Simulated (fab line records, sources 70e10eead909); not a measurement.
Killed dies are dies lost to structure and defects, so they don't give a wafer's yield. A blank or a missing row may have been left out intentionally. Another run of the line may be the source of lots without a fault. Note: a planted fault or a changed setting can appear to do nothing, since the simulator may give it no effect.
fab line records	flow nand_harc
record lots=5	wafers=15	last_day=30
route steps=1302 shown A_CONTACT@1103 A_BLC@1107 END@1302
lots with no fault: from the same line, run without faults
start_h: hours from the record's opening day to when the first of the lot's shown wafers began	wait_h: how many hours have passed since the lot's step before this one	" as in the row above	L1.1+2: a row that stands for several wafers	- no value present, or no start provided	* or withheld: withheld	< > ~ a bound
route shown NAME@n: NAME is a module with steps in the file, n the number in the route of the first one	usual: mean/standard deviation of fault-free wafers	same: alike in all rows	chamber/n: place in a boat	sites: each site's reading	_std_site: how widely they spread, as a standard deviation	_edge_site: outer sites' mean less inner sites'	radius_mm: how far each site lies from the wafer's centre	mask NAME#n: copy n	behind: the most recent tool/chamber to have shaped the wafer	hold: what put the lot on hold/how long, in hours/how the hold closed	device: whichever transistor did not switch (one of n, p or np)	end of line: the same wafers' tests at the end of the route	step lacking rows: just its recipe	killed: count of dies lost to structure and defects at first sort (not the wafer's yield)	map: the dies of a wafer, with x for killed, . for not killed, _ for no die there
set.NAME: the setting the step ran with; set.NAME@STEP: the setting that earlier step ran with	model.NAME: the simulator's own value behind a step, which no gauge read
lots at selected steps of the route; one table per step, one row per wafer
services: the hour from which a tool's chamber was out of use, counted from the record's first day as start_h (under 0 if before that day), plus the number of hours and why
## steps
# step NHARC_A_CONTACT_CMP_20
# recipe t_overpolish_s=30	target_thk_nm=300
# usual motor_current_A=11.9/1.3	overpolish_run_s=30.000/0.0099	retaining_ring_pressure_frac=1.000/0.0049	time_to_endpoint_s=58.8/2.9
lot.wafer	tool	chamber	start_h	wait_h	motor_current_A	overpolish_run_s	retaining_ring_pressure_frac	time_to_endpoint_s
L409.3	cmp-04	0	519.11	0.4	12.0	29.999	0.992	58.4
L409.2	"	1	"	"	12.4	30.003	1.008	55.6
L409.5	"	3	"	"	15.1	30.010	0.997	55.6
L411.2	cmp-03	0	551.66	0.8	11.4	30.017	1.004	58.7
L411.4	"	2	"	"	12.6	29.981	0.994	57.4
L411.6	"	0	"	"	11.4	30.021	1.005	59.9
L415.3	cmp-03	0	597.89	0.4	11.1	29.992	1.007	61.7
L415.6	"	0	"	"	11.4	29.991	1.002	60.0
L415.5	"	1	"	"	11.6	30.007	1.001	60.4
L418.4	cmp-02	3	620.23	0.5	10.5	30.011	0.996	59.4
L418.5	"	1	"	"	10.3	29.997	1.005	61.0
L418.6	"	2	"	"	12.0	30.007	0.999	58.4
L423.4	cmp-04	0	666.90	0.5	11.3	29.992	1.006	56.4
L423.2	"	1	"	"	12.7	29.997	1.000	54.6
L423.1	"	2	"	"	9.8	29.992	1.000	57.5
# step NHARC_A_CONTACT_SRD_22
# step NHARC_A_CONTACT_INSPECT_23
# usual raw_defect_count=516/120
lot.wafer	tool	chamber	start_h	wait_h	raw_defect_count
L409.2	defect_inspect-02	-	519.46	0.1	548
L409.3	"	-	"	"	679
L409.5	"	-	"	"	551
L411.2	defect_inspect-02	-	552.07	0.1	641
L411.4	"	-	"	"	581
L411.6	"	-	"	"	684
L415.3	defect_inspect-02	-	598.29	0.1	508
L415.5	"	-	"	"	547
L415.6	"	-	"	"	593
L418.4	defect_inspect-01	-	620.58	0.1	505
L418.5	"	-	"	"	490
L418.6	"	-	"	"	454
L423.1	defect_inspect-01	-	667.27	0.1	650
L423.2	"	-	"	"	396
L423.4	"	-	"	"	430
# step NHARC_A_BLC_DEHYDRATE_00
# recipe temp_c=150	time_s=120
# step NHARC_A_BLC_HMDS_01
# recipe time_s=30
# step NHARC_A_BLC_COAT_02
# recipe temp_c=260	time_s=75
# step NHARC_A_BLC_COAT_03
# recipe temp_c=225	time_s=65
# step NHARC_A_BLC_COAT_04
# recipe spin_rpm=1500	resist_thk_nm=90
# step NHARC_A_BLC_SOFTBAKE_05
# recipe temp_c=105	time_s=55
# step NHARC_A_BLC_EBR_06
# step NHARC_A_BLC_EXPOSE_07
# recipe na=1.35	target_cd_nm=100	dose_mj=67.97	mask_id=A_BLC
# step NHARC_A_BLC_PEB_08
# recipe peb_temp_c=100	peb_time_s=65
# usual chill_plate_temp_C=23.02/0.095
lot.wafer	tool	chamber	start_h	wait_h	chill_plate_temp_C
L409.2	litho_track-01	0	519.76	0.1	22.88
L409.3	"	0	"	"	22.97
L409.5	"	0	"	"	23.01
L411.2	litho_track-06	0	552.49	0.1	23.18
L411.4	"	0	"	"	23.03
L411.6	"	0	"	"	23.15
L415.3	litho_track-01	0	598.60	0.0	23.12
L415.5	"	0	"	"	23.13
L415.6	"	0	"	"	22.89
L418.4	litho_track-04	0	621.01	0.0	22.95
L418.5	"	0	"	"	23.01
L418.6	"	0	"	"	23.21
L423.1	litho_track-04	0	667.58	0.1	23.03
L423.2	"	0	"	"	23.03
L423.4	"	0	"	"	23.06
# step NHARC_A_BLC_DEVELOP_09
# recipe develop_time_s=35	dev_temp_c=23
# step NHARC_A_BLC_CD_MEAS_10
# recipe target_cd_nm=100	landing_energy_ev=500
# usual cd_nm=99.8/0.62
lot.wafer	tool	chamber	start_h	wait_h	cd_nm
L409.2	cd_sem-02	0	519.84	-	98.9
L409.3	"	0	"	"	99.4
L409.5	"	0	"	"	99.9
L411.2	cd_sem-03	0	552.57	-	101.0
L411.4	"	0	"	"	99.7
L411.6	"	0	"	"	99.9
L415.3	cd_sem-03	0	598.68	-	107.8
L415.5	"	0	"	"	107.7
L415.6	"	0	"	"	107.6
L418.4	cd_sem-02	0	621.10	-	99.7
L418.5	"	0	"	"	100.2
L418.6	"	0	"	"	100.2
L423.1	cd_sem-02	0	667.66	-	100.3
L423.2	"	0	"	"	100.1
L423.4	"	0	"	"	100.1
# step NHARC_A_BLC_OVL_MEAS_11
# usual overlay_x_nm=0.2/0.73	overlay_y_nm=-0.2/0.96
lot.wafer	tool	chamber	start_h	wait_h	overlay_x_nm	overlay_y_nm
L409.2	overlay-01	-	519.93	-	1.2	-0.8
L409.3	"	-	"	"	1.3	-1.3
L409.5	"	-	"	"	1.1	-0.6
L411.2	overlay-01	-	552.66	-	1.0	-0.6
L411.4	"	-	"	"	1.1	0.5
L411.6	"	-	"	"	1.3	-0.7
L415.3	overlay-01	-	598.76	-	0.0	0.7
L415.5	"	-	"	"	-1.2	0.6
L415.6	"	-	"	"	-0.6	0.6
L418.4	overlay-02	-	621.18	-	0.1	-1.2
L418.5	"	-	"	"	-0.2	-1.2
L418.6	"	-	"	"	0.2	-1.2
L423.1	overlay-01	-	667.74	-	-0.6	-0.7
L423.2	"	-	"	"	-1.1	-0.5
L423.4	"	-	"	"	-0.4	-0.8
# step NHARC_A_BLC_INSPECT_12
# usual raw_defect_count=93/36
lot.wafer	tool	chamber	start_h	wait_h	raw_defect_count
L409.2	defect_inspect-01	-	519.97	0.0	115
L409.3	"	-	"	"	115
L409.5	"	-	"	"	140
L411.2	defect_inspect-02	-	552.70	0.0	122
L411.4	"	-	"	"	116
L411.6	"	-	"	"	121
L415.3	defect_inspect-02	-	598.80	0.0	107
L415.5	"	-	"	"	119
L415.6	"	-	"	"	98
L418.4	defect_inspect-02	-	621.21	0.0	110
L418.5	"	-	"	"	113
L418.6	"	-	"	"	128
L423.1	defect_inspect-01	-	667.78	0.0	100
L423.2	"	-	"	"	78
L423.4	"	-	"	"	69
# step NHARC_A_BLC_DESCUM_15
# recipe time_s=3	o2_flow_sccm=200	ar_flow_sccm=0	bias_power_w=0	chemistry=O2
# usual drypump_motor_current_A=5.9/0.39	oes_product_au=0.995/0.0091	rf_vpp_V=58.0/0.93	showerhead_plenum_p_Torr=1.96/0.065	throttle_valve_pct=11.311/0.0083
# same time_s=3
lot.wafer	tool	chamber	start_h	wait_h	drypump_motor_current_A	oes_product_au	rf_hours_counter_h	rf_vpp_V	showerhead_plenum_p_Torr	throttle_valve_pct	model.A_BLC.cd_nm
L409.3	rie_diel-09	0	520.03	0.1	6.1	1.001	4	59.6	1.95	11.304	98.93
L409.2	"	3	"	"	6.8	1.015	3	56.2	1.89	11.309	98.56
L409.5	"	0	"	"	6.1	0.994	-	58.8	1.94	11.313	99.34
L411.4	rie_diel-09	3	552.77	0.1	6.8	1.015	6	57.5	1.89	11.305	99.62
L411.2	"	1	"	"	6.2	0.978	7	59.0	2.00	11.298	101.2
L411.6	"	3	"	"	6.8	1.020	-	56.5	1.89	11.325	99.98
L415.3	rie_diel-09	3	598.87	0.1	6.8	0.993	9	57.4	1.89	11.314	108
L415.6	"	2	"	"	5.8	0.985	-	59.5	2.03	11.307	109
L415.5	"	3	"	"	6.7	0.998	-	58.5	1.89	11.305	107.5
L418.4	rie_diel-12	0	621.29	0.1	5.6	0.995	0	58.2	1.87	11.302	99.78
L418.5	"	2	"	"	5.8	0.995	-	58.4	2.02	11.306	99.65
L418.6	"	3	"	"	5.9	0.994	-	57.8	2.00	11.316	99.49
L423.1	rie_diel-12	1	667.84	0.1	5.5	0.992	4	57.7	2.01	11.309	100.9
L423.2	"	2	"	"	5.8	0.987	4	57.5	2.02	11.314	99
L423.4	"	0	"	"	5.5	0.998	4	58.3	1.87	11.322	100.5
# step NHARC_A_BLC_ETCH_16
# recipe target_depth_a=390	over_etch_frac=0.3	time_s=65	ion_energy_ev=80	cf4_flow_sccm=150	ar_flow_sccm=0	rf_w=300	bias_w=100	chemistry=CF4
# usual drypump_motor_current_A=5.9/0.41	oes_product_au=0.993/0.01	rf_vpp_V=151.8/1.1	showerhead_plenum_p_Torr=1.81/0.057	throttle_valve_pct=13.284/0.0088
# same over_etch_frac=0.3	time_s=65
lot.wafer	tool	chamber	start_h	wait_h	drypump_motor_current_A	oes_product_au	rf_hours_counter_h	rf_vpp_V	showerhead_plenum_p_Torr	throttle_valve_pct
L409.2	rie_diel-09	0	520.12	0.1	6.0	0.998	4	152.4	1.80	13.270
L409.3	"	1	"	"	6.1	0.977	4	151.8	1.84	13.293
L409.5	"	3	"	"	6.8	1.002	-	149.7	1.75	13.296
L411.4	rie_diel-09	1	552.84	0.1	6.2	0.963	7	150.9	1.84	13.279
L411.2	"	3	"	"	6.8	1.006	6	151.3	1.75	13.279
L411.6	"	2	"	"	5.8	0.986	-	152.5	1.87	13.292
L415.3	rie_diel-09	3	598.96	0.1	6.8	0.996	10	150.9	1.75	13.275
L415.5	"	1	"	"	6.2	0.975	-	151.4	1.84	13.277
L415.6	"	2	"	"	5.8	0.982	-	151.8	1.87	13.309
L418.4	rie_diel-12	2	621.36	0.1	5.7	0.987	1	152.3	1.86	13.271
L418.6	"	2	"	"	5.7	0.989	-	152.0	1.86	13.273
L418.5	"	3	"	"	5.9	0.997	-	151.5	1.84	13.287
L423.4	rie_diel-12	1	667.93	0.1	5.5	0.988	4	152.8	1.85	13.303
L423.2	"	2	"	"	5.8	0.986	4	152.7	1.86	13.281
L423.1	"	3	"	"	5.9	0.994	4	153.4	1.84	13.292
# step NHARC_A_BLC_ETCH_17
# recipe target_depth_a=3900	over_etch_frac=0.25	time_s=609.38	ion_energy_ev=200	n2_flow_sccm=150	h2_flow_sccm=150	ar_flow_sccm=0	rf_w=400	bias_w=150	chemistry=N2/H2
# usual drypump_motor_current_A=5.9/0.4	oes_product_au=0.994/0.0094	rf_vpp_V=432.0/2.2	showerhead_plenum_p_Torr=2.09/0.071	throttle_valve_pct=14.171/0.0088
# same over_etch_frac=0.25	time_s=609.38
lot.wafer	tool	chamber	start_h	wait_h	drypump_motor_current_A	oes_product_au	rf_hours_counter_h	rf_vpp_V	showerhead_plenum_p_Torr	throttle_valve_pct
L409.3	rie_diel-09	2	-	-	5.8	0.976	4	435.2	2.17	14.170
L409.2	"	0	"	"	6.1	1.003	4	432.0	2.07	14.157
L409.5	"	2	"	"	5.8	0.983	-	433.0	2.17	14.184
L411.4	rie_diel-09	0	-	-	6.1	0.996	7	431.4	2.07	14.169
L411.2	"	2	"	"	5.8	0.990	6	434.6	2.17	14.169
L411.6	"	1	"	"	6.1	0.974	-	433.8	2.13	14.156
L415.3	rie_diel-09	0	-	-	6.1	0.995	10	432.4	2.07	14.167
L415.5	"	0	"	"	6.1	0.996	-	431.2	2.07	14.162
L415.6	"	1	"	"	6.2	0.982	-	434.5	2.13	14.176
L418.4	rie_diel-12	1	-	-	5.5	0.988	1	433.4	2.14	14.165
L418.6	"	2	"	"	5.8	0.993	-	435.4	2.16	14.172
L418.5	"	3	"	"	5.9	0.993	-	433.8	2.14	14.170
L423.1	rie_diel-12	0	-	-	5.6	0.999	4	430.1	2.00	14.165
L423.4	"	2	"	"	5.7	0.981	4	433.2	2.16	14.163
L423.2	"	3	"	"	5.9	1.001	5	434.5	2.14	14.157
# step NHARC_A_BLC_ETCH_18
# recipe target_depth_a=9100	c4f8_flow_sccm=20	o2_flow_sccm=10	ar_flow_sccm=withheld	rf_w=600	bias_w=1500	chemistry=C4F8/O2/Ar
# usual oes_product_au=0.951/0.022	rf_vpp_V=981/4.4
lot.wafer	tool	chamber	start_h	wait_h	oes_product_au	rf_hours_counter_h	rf_vpp_V	model.A_BLC.cd_nm
L409.2	rie_diel-09	2	-	-	0.962	4	985	97.84
L409.3	"	3	"	"	0.975	3	977	99.39
L409.5	"	3	"	"	0.971	-	978	101.3
L411.4	rie_diel-09	2	-	-	0.948	6	986	98.35
L411.2	"	3	"	"	0.969	6	978	101
L411.6	"	3	"	"	0.967	-	977	98.91
L415.3	rie_diel-09	3	-	-	0.930	10	977	106.7
L415.6	"	2	"	"	0.935	-	985	106.6
L415.5	"	3	"	"	0.922	-	977	106.4
L418.4	rie_diel-12	1	-	-	0.974	1	985	99.1
L418.6	"	0	"	"	0.971	-	976	96.64
L418.5	"	1	"	"	0.971	-	985	98.78
L423.2	rie_diel-12	1	-	-	0.965	4	983	99.96
L423.1	"	2	"	"	0.961	4	984	98.28
L423.4	"	3	"	"	0.978	5	984	96.16
# step NHARC_A_BLC_CD_MEAS_19
# usual cd_nm=99.4/1.8
lot.wafer	tool	chamber	start_h	wait_h	cd_nm
L409.2	cd_sem-03	-	521.00	-	98.1
L409.3	"	-	"	"	99.3
L409.5	"	-	"	"	101.5
L411.2	cd_sem-01	-	553.72	-	101.0
L411.4	"	-	"	"	98.3
L411.6	"	-	"	"	98.8
L415.3	cd_sem-01	-	599.88	-	106.9
L415.5	"	-	"	"	106.6
L415.6	"	-	"	"	106.5
L418.4	cd_sem-01	-	622.25	-	99.0
L418.5	"	-	"	"	98.8
L418.6	"	-	"	"	96.7
L423.1	cd_sem-02	-	668.80	-	98.5
L423.2	"	-	"	"	100.0
L423.4	"	-	"	"	95.9
# step NHARC_END_SORT_01
# recipe temp_c=25
# usual killed_at_array=62/18	killed_at_other=0.9/1.2	killed_at_periphery=4.2/2.9	killed_dies=67/17	killed_open=3.6/1.9	killed_short=2.5/1.6
# same gross_dies=677
lot.wafer	tool	chamber	start_h	wait_h	killed_at_array	killed_at_other	killed_at_periphery	killed_dies	killed_open	killed_short
L415.3	prober-02	0	649.16	3.1	62	0	3	65	4	1
L415.5	prober-02	0	650.75	3.7	79	0	2	81	4	1
# killed by level:class
L415.3 A_CHANNEL_HOLE_D1:chamber_film_flake=24 A_SLIT:chamber_film_flake=24 A_SGD_CUT:chamber_film_flake=4 A_CONTACT:chamber_film_flake=4 P_GATE:geometric_particle:open=1 P_CONTACT:geometric_particle:open=1 A_DECK1_JOINT:geometric_particle:open=1 A_M0:geometric_particle:short=1
L415.5 A_SLIT:chamber_film_flake=34 A_CHANNEL_HOLE_D1:chamber_film_flake=26 A_SGD_CUT:chamber_film_flake=5 A_STAIRCASE:chamber_film_flake=4 A_CONTACT:chamber_film_flake=4 A_CHANNEL_FILL_D1:geometric_particle:open=1 A_CHANNEL_FILL_D2:geometric_particle:open=1 A_WL_FILL:geometric_particle:short=1
## services
tool	chamber	start_h	hours	kind
cmp-02	-	502.58	4.0	pm
litho_track-06	-	505.00	7.0	pm
rie_diel-09	0	506.68	-	clean
rie_diel-09	1	506.68	-	clean
rie_diel-09	2	506.68	-	clean
rie_diel-09	3	506.68	-	clean
cmp-03	-	509.84	0.6	repair
rie_diel-09	2	521.95	9.6	repair
cmp-04	-	527.42	3.5	repair
litho_track-04	-	529.00	7.0	pm
cmp-03	-	530.14	4.0	pm
rie_diel-09	0	531.18	-	clean
cmp-04	-	569.06	1.5	repair
cmp-04	-	578.75	4.0	pm
rie_diel-12	-	598.40	9.0	pm
cmp-02	-	600.58	4.0	pm
rie_diel-09	3	606.88	3.6	repair
cmp-03	-	616.19	5.9	repair
cmp-03	-	628.20	4.0	pm
rie_diel-09	2	637.68	11.5	repair
cmp-04	-	650.06	0.6	repair
rie_diel-09	-	650.18	9.0	pm
litho_track-01	-	656.00	7.0	pm
cmp-02	-	666.94	0.3	repair
## key
first_sign step=NHARC_A_BLC_CD_MEAS_10	reading=cd_nm	direction=up	sigmas=13	usual=99.8	struck=107.7
effect step=NHARC_A_BLC_CD_MEAS_19	reading=cd_nm	direction=up	sigmas=3.9	usual=99.4	struck=106.7
model_effect step=NHARC_A_BLC_DESCUM_15	value=A_BLC.cd_nm	without=100.5	struck=108.2
model_effect step=NHARC_A_BLC_ETCH_18	value=A_BLC.cd_nm	without=98.8	struck=106.5
met_at NHARC_A_BLC_PEB_08
struck_wafers L415.3,L415.5,L415.6
tester_left_out L415
onset_between 519.76 598.60
also_fits NHARC_A_CONTACT_CMP_20:cmp-03
fault kind=process_parameter_drift	tool=litho_track-01	chamber=-	onset_h=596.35	steps=NHARC_A_BLC_PEB_08	channel=peb_time_s	offset=*	shape=step	acts_in=*	stated=*
# tester_left_out: of these lots the tester's yield and bins aren't shown, on N5 and GAA mostly nor the transistor test; their killed dies are dies lost to structure and defects alone, not to doping, threshold or leakage, so they don't give the yield
